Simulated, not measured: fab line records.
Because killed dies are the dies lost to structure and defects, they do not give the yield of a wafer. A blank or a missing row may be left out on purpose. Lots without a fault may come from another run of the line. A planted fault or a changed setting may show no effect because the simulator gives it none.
fab line records	flow n5_finfet
record lots=24	wafers=72	last_day=18
route steps=1938 shown BEOL_M11@1569 BEOL_M12@1622 BEOL_M13@1692
lots with no fault: from the same line, run without faults
start_h: start of the lot's first displayed wafer, in hours after the record's first day	wait_h: how many hours have passed since the lot's step before this one	" same as the row above	L1.1+2: a row that stands for several wafers	- either no value or no given start	* or withheld: withheld	< > ~ a bound
route shown NAME@n: names a module that has steps shown in the file, with the first one's number in the route	usual: mean/standard deviation of fault-free wafers	same: alike in all rows	chamber/n: place in a boat	sites: each site's reading	_std_site: how widely they spread, as a standard deviation	_edge_site: inner sites' mean taken away from outer sites' mean	radius_mm: for every site, how far away it sits from the centre of the wafer	mask NAME#n: copy n	behind: the most recent tool/chamber to have shaped the wafer	hold: cause of the lot's hold/its duration in hours/its outcome	device: which transistor (n, p or np) failed to switch	end of line: the same wafers' tests at the end of the route	step lacking rows: just its recipe	killed: at the first sort, the dies lost to defects and structure; wafer yield is something else	map: dies across one wafer; x = killed, . = not, _ = none there
set.NAME: the setting as run; set.NAME@STEP: as run at that earlier step	model.NAME: the simulator's own value behind a step, which no gauge read
one table for each step of the route and one row for each wafer, over a sample of lots
services: a tool's chamber out of use, with start hour (start_h, from the record's first day; less than 0 if before it), hours out, and reason
## steps
# step N5_BEOL_M11_OVL_MEAS_29
# recipe points_per_wafer=44
# usual V10_OVL=-0.5/0.87
lot.wafer	tool	chamber	start_h	wait_h	V10_OVL[nm]
L074.3	overlay-02	0	234.46	0.0	0.4
L074.4	"	0	"	"	0.0
L074.6	"	0	"	"	-0.2
L076.1	overlay-02	0	249.71	0.0	-0.8
L076.4	"	0	"	"	-1.7
L076.6	"	0	"	"	-2.9
L075.1	overlay-01	0	252.46	0.0	-0.8
L075.3	"	0	"	"	-0.1
L075.5	"	0	"	"	-1.0
L077.3	overlay-02	0	270.87	0.0	0.3
L077.4	"	0	"	"	-0.3
L077.6	"	0	"	"	-0.7
L078.2	overlay-02	0	272.34	0.0	-2.5
L078.3	"	0	"	"	-1.5
L078.6	"	0	"	"	-1.4
L079.1	overlay-02	0	272.50	0.0	-0.6
L079.4	"	0	"	"	-0.2
L079.6	"	0	"	"	-0.6
L080.4	overlay-01	0	280.48	0.0	0.6
L080.5	"	0	"	"	-0.5
L080.6	"	0	"	"	0.2
L081.3	overlay-02	0	287.43	0.0	0.4
L081.5	"	0	"	"	-0.1
L081.6	"	0	"	"	-0.8
L082.2	overlay-02	0	287.59	0.0	-1.5
L082.4	"	0	"	"	-0.6
L082.5	"	0	"	"	-0.2
L083.1	overlay-02	0	292.14	0.0	-0.8
L083.4	"	0	"	"	-1.1
L083.6	"	0	"	"	0.2
L084.1	overlay-01	0	295.26	0.0	-0.3
L084.4	"	0	"	"	0.4
L084.6	"	0	"	"	-0.2
L085.1	overlay-02	0	305.17	0.0	-1.3
L085.2	"	0	"	"	-0.8
L085.3	"	0	"	"	-0.9
L087.1	overlay-01	0	313.74	0.0	-0.7
L087.3	"	0	"	"	-1.6
L087.5	"	0	"	"	-1.3
L086.2	overlay-02	0	319.03	0.0	-0.6
L086.3	"	0	"	"	-1.2
L086.4	"	0	"	"	0.5
L090.1	overlay-02	0	327.42	0.0	0.5
L090.3	"	0	"	"	0.5
L090.6	"	0	"	"	0.8
L089.1	overlay-02	0	330.17	0.0	1.4
L089.5	"	0	"	"	-0.5
L089.6	"	0	"	"	0.7
L088.1	overlay-01	0	332.81	0.0	-1.9
L088.4	"	0	"	"	-2.1
L088.5	"	0	"	"	-1.3
L092.1	overlay-02	0	348.54	0.0	-0.3
L092.2	"	0	"	"	-1.8
L092.3	"	0	"	"	0.6
L093.1	overlay-01	0	349.57	0.0	-0.6
L093.3	"	0	"	"	0.0
L093.4	"	0	"	"	-0.4
L091.1	overlay-01	0	363.15	0.0	-0.4
L091.2	"	0	"	"	-1.4
L091.4	"	0	"	"	-1.0
L094.3	overlay-01	0	366.22	0.0	-0.3
L094.4	"	0	"	"	-0.5
L094.6	"	0	"	"	-1.0
L096.3	overlay-02	0	366.46	0.0	-0.5
L096.5	"	0	"	"	-0.7
L096.6	"	0	"	"	0.3
L095.2	overlay-01	0	376.37	0.0	0.8
L095.5	"	0	"	"	-0.3
L095.6	"	0	"	"	0.6
L097.2	overlay-01	0	380.23	0.0	-0.1
L097.3	"	0	"	"	0.9
L097.5	"	0	"	"	0.0
# step N5_BEOL_M11_DEGAS_44
# recipe ambient=vacuum	temp_c=250	time_s=60
# usual heater_power_w=334/25
lot.wafer	tool	chamber	start_h	wait_h	heater_power_w
L074.3	pvd_sputter-02	-	236.11	0.4	344
L074.4	"	-	"	"	328
L074.6	"	-	"	"	315
L076.1	pvd_sputter-03	-	252.57	1.2	356
L076.4	"	-	"	"	337
L076.6	"	-	"	"	360
L075.1	pvd_sputter-03	-	256.21	1.4	337
L075.3	"	-	"	"	354
L075.5	"	-	"	"	288
L077.3	pvd_sputter-03	-	272.63	0.9	343
L077.4	"	-	"	"	354
L077.6	"	-	"	"	358
L078.2	pvd_sputter-03	-	273.61	0.4	292
L078.3	"	-	"	"	361
L078.6	"	-	"	"	343
L079.1	pvd_sputter-03	-	273.85	0.4	333
L079.4	"	-	"	"	339
L079.6	"	-	"	"	333
L080.4	pvd_sputter-03	-	281.85	0.2	331
L080.5	"	-	"	"	346
L080.6	"	-	"	"	361
L081.3	pvd_sputter-03	-	289.29	0.9	360
L081.5	"	-	"	"	295
L081.6	"	-	"	"	341
L082.2	pvd_sputter-02	-	289.39	0.9	338
L082.4	"	-	"	"	361
L082.5	"	-	"	"	317
L083.1	pvd_sputter-02	-	293.69	0.3	315
L083.4	"	-	"	"	312
L083.6	"	-	"	"	318
L084.1	pvd_sputter-01	-	297.03	1.0	378
L084.4	"	-	"	"	343
L084.6	"	-	"	"	347
L085.1	pvd_sputter-03	-	306.56	0.5	340
L085.2	"	-	"	"	353
L085.3	"	-	"	"	333
L087.1	pvd_sputter-02	-	314.89	0.3	309
L087.3	"	-	"	"	337
L087.5	"	-	"	"	363
L086.2	pvd_sputter-02	-	320.45	0.5	366
L086.3	"	-	"	"	310
L086.4	"	-	"	"	338
L090.1	pvd_sputter-01	-	330.76	2.4	356
L090.3	"	-	"	"	309
L090.6	"	-	"	"	312
L089.1	pvd_sputter-03	-	331.73	0.7	348
L089.5	"	-	"	"	347
L089.6	"	-	"	"	296
L088.1	pvd_sputter-02	-	336.64	3.0	379
L088.4	"	-	"	"	309
L088.5	"	-	"	"	349
L092.1	pvd_sputter-01	-	350.19	0.9	304
L092.2	"	-	"	"	379
L092.3	"	-	"	"	348
L093.1	pvd_sputter-01	-	351.01	0.6	371
L093.3	"	-	"	"	356
L093.4	"	-	"	"	312
L091.1	pvd_sputter-03	-	364.99	1.0	356
L091.2	"	-	"	"	284
L091.4	"	-	"	"	341
L094.3	pvd_sputter-03	-	369.26	2.0	335
L094.4	"	-	"	"	289
L094.6	"	-	"	"	357
L096.3	pvd_sputter-03	-	369.34	1.8	323
L096.5	"	-	"	"	349
L096.6	"	-	"	"	353
L095.2	pvd_sputter-02	-	377.76	0.4	313
L095.5	"	-	"	"	310
L095.6	"	-	"	"	316
L097.2	pvd_sputter-03	-	381.68	0.5	334
L097.3	"	-	"	"	295
L097.5	"	-	"	"	356
# step N5_BEOL_M11_ALD_74
# recipe material=TaN	target_thk_a=20	temp_c=275	ald_precursor_family=PDMAT	ald_co_reactant=NH3	pressure_torr=3	carrier_flow_sccm=1500	pulse_time_s=2	purge_time_s=3	co_reactant_purge_time_s=2	co_reactant_pulse_time_s=3	ald_cycles=40	precursor_vessel_temp_c=75	precursor_vessel_pressure_torr=26.25	precursor_vessel_carrier_sccm=1000
# usual heater_power_w=428/50	precursor_vessel_pressure_torr=26.24/0.057
lot.wafer	tool	chamber	start_h	wait_h	heater_power_w	precursor_vessel_pressure_torr
L074.3	ald_metal-04	2	236.24	0.1	388	26.32
L074.4	"	3	"	"	506	26.28
L074.6	"	2	"	"	388	26.27
L076.1	ald_metal-04	2	252.75	0.1	387	26.27
L076.4	"	1	"	"	445	26.20
L076.6	"	1	"	"	438	26.12
L075.1	ald_metal-04	3	256.32	0.1	511	26.24
L075.3	"	1	"	"	435	26.23
L075.5	"	3	"	"	514	26.10
L077.3	ald_metal-03	0	272.73	0.0	337	26.22
L077.4	"	2	"	"	418	26.30
L077.6	"	0	"	"	322	26.21
L078.2	ald_metal-04	2	273.71	0.0	385	26.29
L078.3	"	1	"	"	449	26.28
L078.6	"	0	"	"	402	26.25
L079.1	ald_metal-02	0	274.18	0.3	475	26.19
L079.4	"	1	"	"	482	26.20
L079.6	"	3	"	"	414	26.16
L080.4	ald_metal-03	3	281.96	0.0	415	26.16
L080.5	"	0	"	"	331	26.28
L080.6	"	1	"	"	434	26.17
L081.3	ald_metal-04	3	289.39	0.0	527	26.21
L081.5	"	1	"	"	452	26.18
L081.6	"	2	"	"	391	26.21
L082.2	ald_metal-02	1	289.54	0.1	486	26.34
L082.4	"	0	"	"	479	26.20
L082.5	"	2	"	"	436	26.25
L083.1	ald_metal-02	2	293.79	0.0	430	26.23
L083.4	"	1	"	"	479	26.16
L083.6	"	2	"	"	426	26.34
L084.1	ald_metal-03	3	297.21	0.1	413	26.30
L084.4	"	0	"	"	327	26.34
L084.6	"	1	"	"	436	26.29
L085.1	ald_metal-03	3	306.68	0.1	418	26.18
L085.2	"	1	"	"	434	26.27
L085.3	"	0	"	"	329	26.26
L087.1	ald_metal-03	0	315.00	0.0	320	26.28
L087.3	"	2	"	"	426	26.24
L087.5	"	3	"	"	412	26.20
L086.2	ald_metal-02	1	320.55	0.0	490	26.26
L086.3	"	2	"	"	436	26.21
L086.4	"	0	"	"	487	26.15
L090.1	ald_metal-04	0	330.86	0.0	393	26.20
L090.3	"	3	"	"	514	26.31
L090.6	"	0	"	"	385	26.29
L089.1	ald_metal-03	3	331.83	0.0	410	26.28
L089.5	"	0	"	"	334	26.24
L089.6	"	1	"	"	425	26.29
L088.1	ald_metal-04	1	336.76	0.1	455	26.25
L088.4	"	0	"	"	372	26.27
L088.5	"	2	"	"	397	26.28
L092.1	ald_metal-04	0	350.31	0.1	392	26.21
L092.2	"	1	"	"	448	26.25
L092.3	"	3	"	"	517	26.23
L093.1	ald_metal-02	1	351.14	0.1	474	26.24
L093.3	"	3	"	"	399	26.24
L093.4	"	0	"	"	483	26.33
L091.1	ald_metal-03	3	365.09	0.0	409	26.31
L091.2	"	0	"	"	318	26.27
L091.4	"	1	"	"	378	26.27
L094.3	ald_metal-02	2	369.50	0.2	430	26.24
L094.4	"	3	"	"	415	26.25
L094.6	"	2	"	"	430	26.27
L096.3	ald_metal-03	1	369.50	0.1	383	26.31
L096.5	"	3	"	"	398	26.22
L096.6	"	0	"	"	320	26.15
L095.2	ald_metal-02	1	378.09	0.3	465	26.31
L095.5	"	1	"	"	459	26.28
L095.6	"	0	"	"	492	26.30
L097.2	ald_metal-02	0	382.00	0.3	480	26.23
L097.3	"	3	"	"	399	26.35
L097.5	"	2	"	"	431	26.25
# step N5_BEOL_M12_CD_MEAS_17
# recipe target_cd_nm=140	polarity=opening
# usual cd_nm=140/3.1
lot.wafer	tool	chamber	start_h	wait_h	cd_nm
L074.3	cd_sem-02	-	242.11	0.0	140
L074.4	"	-	"	"	141
L074.6	"	-	"	"	135
L076.1	cd_sem-01	-	255.44	0.0	142
L076.4	"	-	"	"	141
L076.6	"	-	"	"	142
L075.1	cd_sem-03	-	259.66	0.0	137
L075.3	"	-	"	"	136
L075.5	"	-	"	"	138
L077.3	cd_sem-01	-	275.56	0.0	136
L077.4	"	-	"	"	137
L077.6	"	-	"	"	139
L078.2	cd_sem-02	-	277.45	0.0	138
L078.3	"	-	"	"	146
L078.6	"	-	"	"	141
L079.1	cd_sem-01	-	278.07	0.0	139
L079.4	"	-	"	"	138
L079.6	"	-	"	"	135
L080.4	cd_sem-02	-	284.72	0.0	143
L080.5	"	-	"	"	141
L080.6	"	-	"	"	143
L082.2	cd_sem-03	-	292.95	0.0	135
L082.4	"	-	"	"	141
L082.5	"	-	"	"	137
L081.3	cd_sem-01	-	293.32	0.0	140
L081.5	"	-	"	"	144
L081.6	"	-	"	"	145
L083.1	cd_sem-01	-	297.09	0.0	136
L083.4	"	-	"	"	142
L083.6	"	-	"	"	137
L084.1	cd_sem-03	-	303.14	0.0	133
L084.4	"	-	"	"	135
L084.6	"	-	"	"	140
L085.1	cd_sem-02	-	309.52	0.0	142
L085.2	"	-	"	"	145
L085.3	"	-	"	"	137
L087.1	cd_sem-02	-	317.93	0.0	144
L087.3	"	-	"	"	146
L087.5	"	-	"	"	146
L086.2	cd_sem-03	-	323.43	0.0	141
L086.3	"	-	"	"	137
L086.4	"	-	"	"	139
L090.1	cd_sem-02	-	333.64	0.0	138
L090.3	"	-	"	"	141
L090.6	"	-	"	"	138
L089.1	cd_sem-03	-	334.53	0.0	139
L089.5	"	-	"	"	143
L089.6	"	-	"	"	144
L088.1	cd_sem-03	-	339.42	0.0	141
L088.4	"	-	"	"	147
L088.5	"	-	"	"	138
L092.1	cd_sem-02	-	353.23	0.0	144
L092.2	"	-	"	"	138
L092.3	"	-	"	"	138
L093.1	cd_sem-02	-	354.86	0.0	140
L093.3	"	-	"	"	141
L093.4	"	-	"	"	139
L091.1	cd_sem-03	-	367.93	0.0	136
L091.2	"	-	"	"	147
L091.4	"	-	"	"	141
L096.3	cd_sem-03	-	372.87	0.0	142
L096.5	"	-	"	"	143
L096.6	"	-	"	"	139
L094.3	cd_sem-03	-	373.39	0.0	135
L094.4	"	-	"	"	146
L094.6	"	-	"	"	139
L095.2	cd_sem-03	-	380.99	0.0	140
L095.5	"	-	"	"	139
L095.6	"	-	"	"	144
L097.2	cd_sem-02	-	385.21	0.0	134
L097.3	"	-	"	"	136
L097.5	"	-	"	"	138
# step N5_BEOL_M12_THK_MEAS_50
# recipe thk_meas_gauge=xrf	reads=Cu_of_BEOL_M12_ECD_47
# usual M12_THK=320/6.6
lot.wafer	tool	chamber	start_h	wait_h	M12_THK[nm]
L074.3	film_metro-02	-	244.99	-	328
L074.4	"	-	"	"	318
L074.6	"	-	"	"	321
L076.1	film_metro-02	-	259.10	-	317
L076.4	"	-	"	"	316
L076.6	"	-	"	"	313
L075.1	film_metro-02	-	264.25	-	326
L075.3	"	-	"	"	317
L075.5	"	-	"	"	320
L077.3	film_metro-02	-	278.90	-	321
L077.4	"	-	"	"	317
L077.6	"	-	"	"	321
L078.2	film_metro-01	-	283.13	-	316
L078.3	"	-	"	"	316
L078.6	"	-	"	"	311
L079.1	film_metro-01	-	283.79	-	312
L079.4	"	-	"	"	302
L079.6	"	-	"	"	313
L080.4	film_metro-01	-	289.92	-	319
L080.5	"	-	"	"	328
L080.6	"	-	"	"	330
L082.2	film_metro-02	-	300.27	-	320
L082.4	"	-	"	"	319
L082.5	"	-	"	"	330
L081.3	film_metro-02	-	301.18	-	318
L081.5	"	-	"	"	331
L081.6	"	-	"	"	333
L083.1	film_metro-02	-	302.25	-	318
L083.4	"	-	"	"	326
L083.6	"	-	"	"	322
L084.1	film_metro-02	-	306.09	-	330
L084.4	"	-	"	"	321
L084.6	"	-	"	"	331
L085.1	film_metro-01	-	313.47	-	317
L085.2	"	-	"	"	319
L085.3	"	-	"	"	312
L087.1	film_metro-02	-	321.65	-	328
L087.3	"	-	"	"	316
L087.5	"	-	"	"	327
L086.2	film_metro-01	-	327.22	-	320
L086.3	"	-	"	"	329
L086.4	"	-	"	"	325
L089.1	film_metro-01	-	339.30	-	326
L089.5	"	-	"	"	327
L089.6	"	-	"	"	327
L090.1	film_metro-01	-	339.34	-	317
L090.3	"	-	"	"	316
L090.6	"	-	"	"	315
L088.1	film_metro-02	-	342.49	-	325
L088.4	"	-	"	"	324
L088.5	"	-	"	"	319
L092.1	film_metro-01	-	355.86	-	324
L092.2	"	-	"	"	314
L092.3	"	-	"	"	320
L093.1	film_metro-02	-	358.27	-	325
L093.3	"	-	"	"	320
L093.4	"	-	"	"	324
L091.1	film_metro-02	-	372.53	-	329
L091.2	"	-	"	"	317
L091.4	"	-	"	"	320
L096.3	film_metro-01	-	375.69	-	315
L096.5	"	-	"	"	318
L096.6	"	-	"	"	322
L094.3	film_metro-01	-	378.41	-	325
L094.4	"	-	"	"	316
L094.6	"	-	"	"	316
L095.2	film_metro-01	-	384.70	-	310
L095.5	"	-	"	"	313
L095.6	"	-	"	"	311
L097.2	film_metro-01	-	389.27	-	315
L097.3	"	-	"	"	315
L097.5	"	-	"	"	315
# step N5_BEOL_M13_DESCUM_33
# recipe chemistry=O2	time_s=7.9	source_power_w=50	bias_power_w=20	pressure_mtorr=20	rf_frequency_hz=2.712e+07	temp_c=40	o2_flow_sccm=225
# usual bias_power_w=20.00/0.058	drypump_motor_current_A=5.6/0.42	oes_product_au=0.82/0.089	rf_vpp_V=243.1/1.3	showerhead_plenum_p_Torr=2.09/0.071	throttle_valve_pct=20.51/0.22
lot.wafer	tool	chamber	start_h	wait_h	bias_power_w	drypump_motor_current_A	oes_product_au	rf_hours_counter_h	rf_vpp_V	showerhead_plenum_p_Torr	throttle_valve_pct
L074.3	rie_diel-06	3	247.98	1.0	19.95	6.2	0.85	57	242.1	2.11	20.27
L074.4	"	2	"	"	20.02	6.0	0.67	241	244.5	2.05	20.52
L074.6	"	1	"	"	20.00	5.7	0.74	-	244.0	2.07	20.64
L076.1	rie_diel-06	2	260.94	0.1	19.97	6.0	0.68	246	244.1	2.05	20.52
L076.4	"	0	"	"	19.99	5.2	0.79	100	243.4	2.01	20.21
L076.6	"	0	"	"	19.99	5.2	0.80	-	244.0	2.01	20.23
L075.1	rie_diel-03	2	266.05	0.0	20.10	5.3	0.89	25	243.7	2.05	20.08
L075.3	"	3	"	"	19.95	6.3	0.87	71	244.5	2.13	20.68
L075.5	"	1	"	"	20.05	5.4	0.87	-	245.1	2.23	20.54
L077.3	rie_diel-03	0	280.64	0.1	19.98	5.1	0.70	223	243.4	2.06	20.47
L077.4	"	2	"	"	20.02	5.3	0.87	28	243.3	2.05	20.08
L077.6	"	0	"	"	19.91	5.1	0.71	-	240.3	2.06	20.47
L078.2	rie_diel-04	1	285.22	0.2	20.04	5.2	0.69	238	243.3	2.06	20.41
L078.3	"	3	"	"	19.98	5.1	0.82	74	243.4	2.05	20.57
L078.6	"	1	"	"	19.96	5.2	0.69	-	242.7	2.06	20.40
L079.1	rie_diel-06	3	285.59	0.0	19.96	6.2	0.83	71	243.5	2.11	20.31
L079.4	"	1	"	"	20.04	5.7	0.72	-	242.2	2.07	20.65
L079.6	"	3	"	"	19.97	6.2	0.84	-	243.4	2.11	20.31
L080.4	rie_diel-03	3	291.59	0.0	19.95	6.3	0.86	77	244.4	2.13	20.70
L080.5	"	2	"	"	19.98	5.3	0.87	-	240.8	2.05	20.09
L080.6	"	3	"	"	20.05	6.4	0.86	-	243.5	2.13	20.70
L082.2	rie_diel-06	1	302.11	0.0	19.95	5.7	0.73	216	242.4	2.06	20.67
L082.4	"	2	"	"	20.02	6.1	0.97	2	242.4	2.05	20.29
L082.5	"	1	"	"	19.98	5.7	0.73	-	244.0	2.06	20.66
L081.3	rie_diel-03	0	302.93	0.1	20.03	5.1	0.70	230	241.8	2.06	20.49
L081.5	"	3	"	"	20.02	6.4	0.85	-	244.4	2.13	20.69
L081.6	"	0	"	"	19.92	5.1	0.71	-	242.4	2.06	20.48
L083.1	rie_diel-06	2	304.19	0.0	20.02	6.0	0.95	3	242.8	2.05	20.29
L083.4	"	1	"	"	20.04	5.7	0.72	217	241.5	2.06	20.66
L083.6	"	3	"	"	20.05	6.2	0.82	-	243.7	2.11	20.31
L084.1	rie_diel-06	0	307.93	0.0	20.02	5.2	0.78	116	240.6	2.00	20.25
L084.4	"	1	"	"	19.93	5.7	0.72	218	242.2	2.06	20.65
L084.6	"	2	"	"	19.87	6.0	0.94	-	243.8	2.05	20.30
L085.1	rie_diel-04	3	315.35	0.1	19.97	5.2	0.80	84	241.9	2.05	20.61
L085.2	"	0	"	"	20.04	5.9	0.68	230	242.5	2.08	20.83
L085.3	"	1	"	"	19.95	5.2	0.68	248	242.9	2.06	20.43
L087.1	rie_diel-04	0	323.83	0.1	20.02	5.9	0.69	233	243.6	2.08	20.83
L087.3	"	1	"	"	20.01	5.3	0.68	251	242.5	2.05	20.44
L087.5	"	0	"	"	19.93	5.9	0.69	-	242.0	2.08	20.83
L086.2	rie_diel-06	1	329.15	0.0	19.91	5.7	0.72	225	242.0	2.06	20.67
L086.3	"	3	"	"	20.05	6.2	0.81	87	243.7	2.10	20.33
L086.4	"	2	"	"	19.95	6.1	0.92	11	242.7	2.04	20.32
L089.1	rie_diel-04	0	340.97	0.0	19.96	5.9	0.69	238	243.5	2.08	20.84
L089.5	"	0	"	"	20.00	5.9	0.69	-	242.1	2.08	20.85
L089.6	"	3	"	"	20.05	5.2	0.80	-	241.8	2.04	20.61
L090.1	rie_diel-04	2	341.76	0.3	19.84	5.7	0.91	27	245.1	2.24	20.74
L090.3	"	3	"	"	20.10	5.2	0.80	93	242.6	2.04	20.62
L090.6	"	3	"	"	19.95	5.2	0.79	-	240.0	2.04	20.63
L088.1	rie_diel-04	0	345.50	0.3	20.19	5.9	0.68	241	243.3	2.07	20.85
L088.4	"	2	"	"	20.04	5.7	0.91	-	246.7	2.24	20.74
L088.5	"	0	"	"	20.07	5.9	0.69	-	244.4	2.07	20.84
L092.1	rie_diel-06	2	358.28	0.1	19.92	6.0	0.92	16	241.6	2.04	20.32
L092.2	"	3	"	"	20.01	6.2	0.82	92	243.6	2.10	20.34
L092.3	"	1	"	"	19.93	5.7	0.71	229	243.0	2.06	20.70
L093.1	rie_diel-03	3	360.26	0.1	19.99	6.4	0.81	110	243.4	2.12	20.74
L093.3	"	0	"	"	20.05	5.1	0.69	256	243.0	2.05	20.52
L093.4	"	1	"	"	20.06	5.4	0.80	-	246.7	2.22	20.59
L091.1	rie_diel-06	0	374.48	0.0	20.01	5.2	0.76	132	241.5	2.00	20.28
L091.2	"	2	"	"	20.00	6.0	0.91	21	242.9	2.04	20.33
L091.4	"	3	"	"	19.99	6.2	0.81	96	242.4	2.10	20.34
L096.3	rie_diel-04	3	377.73	0.0	19.97	5.2	0.80	109	241.7	2.04	20.64
L096.5	"	1	"	"	19.97	5.2	0.97	-	243.8	2.05	20.07
L096.6	"	3	"	"	19.93	5.2	0.78	-	241.6	2.04	20.64
L094.3	rie_diel-04	2	380.21	0.0	19.99	5.7	0.88	44	244.9	2.24	20.77
L094.4	"	0	"	"	20.09	5.9	1.00	0	242.2	2.07	20.52
L094.6	"	3	"	"	20.13	5.2	0.78	-	241.8	2.04	20.64
L095.2	rie_diel-04	2	386.50	0.0	19.99	5.7	0.88	46	242.9	2.24	20.76
L095.5	"	0	"	"	19.89	5.9	0.99	-	243.4	2.07	20.53
L095.6	"	3	"	"	20.03	5.1	0.78	-	241.1	2.04	20.62
L097.2	rie_diel-04	1	391.49	0.2	19.98	5.2	0.96	10	242.3	2.05	20.09
L097.3	"	0	"	"	19.95	5.9	0.98	4	242.9	2.07	20.53
L097.5	"	3	"	"	20.03	5.2	0.78	-	243.0	2.04	20.65
## services
tool	chamber	start_h	hours	kind
ald_metal-04	-	214.73	0.4	repair
ald_metal-04	-	220.14	1.1	repair
ald_metal-02	-	237.99	1.2	pm
rie_diel-03	-	239.00	15.6	pm
rie_diel-04	2	254.55	-	clean
rie_diel-04	2	254.55	-	consumable_replace:focus_ring
rie_diel-04	2	254.55	-	consumable_replace:showerhead
rie_diel-04	2	254.55	11.3	scheduled_down
rie_diel-04	2	254.55	11.3	vent_cycle
rie_diel-06	0	267.66	4.5	repair
rie_diel-04	3	278.44	4.5	repair
ald_metal-02	3	288.94	4.6	repair
rie_diel-03	2	296.51	115.9	repair
rie_diel-04	3	296.85	3.5	repair
ald_metal-02	1	326.00	5.1	repair
rie_diel-04	1	334.75	7.2	repair
ald_metal-03	-	337.25	14.0	pm
rie_diel-06	-	340.42	15.6	pm
rie_diel-04	1	342.30	-	clean
rie_diel-04	1	342.30	-	consumable_replace:focus_ring
rie_diel-04	1	342.30	23.1	scheduled_down
rie_diel-04	1	342.30	23.1	vent_cycle
pvd_sputter-01	-	363.48	2.4	repair
rie_diel-03	1	389.65	1.9	repair
## key
fault none
